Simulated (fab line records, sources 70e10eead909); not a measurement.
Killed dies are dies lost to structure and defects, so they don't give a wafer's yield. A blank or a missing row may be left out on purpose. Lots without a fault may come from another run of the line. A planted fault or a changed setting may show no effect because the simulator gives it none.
Chamber matching | flow nand_harc | NHARC_A_CONTACT_DESCUM_47 on rie_diel-09: 4 sister chambers
The step chemistry O2, time 3 s. 4 wafers are shown with their chamber, then 12 later ones without.

WAFERS WITH THEIR CHAMBER
wafer  | chamber | showerhead_plenum_p_Torr (Torr)
L084.4 | 1       | 1.78
L088.2 | 2       | 1.79
L089.5 | 0       | 1.86
L089.6 | 3       | 2.07

WAFERS WITHOUT THEIR CHAMBER
wafer  | showerhead_plenum_p_Torr (Torr)
L090.2 | 1.77
L090.3 | 1.79
L090.6 | 1.77
L091.1 | 1.86
L091.4 | 1.77
L091.5 | 2.07
L096.1 | 1.86
L096.4 | 1.79
L096.6 | 1.86
L096.2 | 1.77
L096.3 | 2.07
L096.5 | 1.77

WHICH CHAMBER EACH WENT THROUGH
wafer  | from the rows above     | in truth
L090.2 | can't be placed: 1 or 2 | 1
L090.3 | can't be placed: 2 or 1 | 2
L090.6 | can't be placed: 1 or 2 | 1
L091.1 | 0                       | 0
L091.4 | can't be placed: 1 or 2 | 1
L091.5 | 3                       | 3
L096.1 | 0                       | 0
L096.4 | can't be placed: 2 or 1 | 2
L096.6 | 0                       | 0
L096.2 | can't be placed: 1 or 2 | 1
L096.3 | 3                       | 3
L096.5 | can't be placed: 1 or 2 | 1
Placed correctly: 5 of 12. Can't be placed from these rows: 7 (the true chamber is among the candidates in 7). Placed wrongly: 0.
How it was worked out, from the rows above alone: a wafer's distance from a chamber is the root of the sum, over the readings, of the square of ((its reading less the chamber's mean) divided by the reading's scatter). The wafer belongs to the nearest chamber; if the next one is less than 2 further off, it can't be placed. A chamber's mean is the mean of its shown wafers. The scatter: with one shown wafer a chamber, the root of the mean of the squares of how far each hidden wafer lies from its nearest shown one.
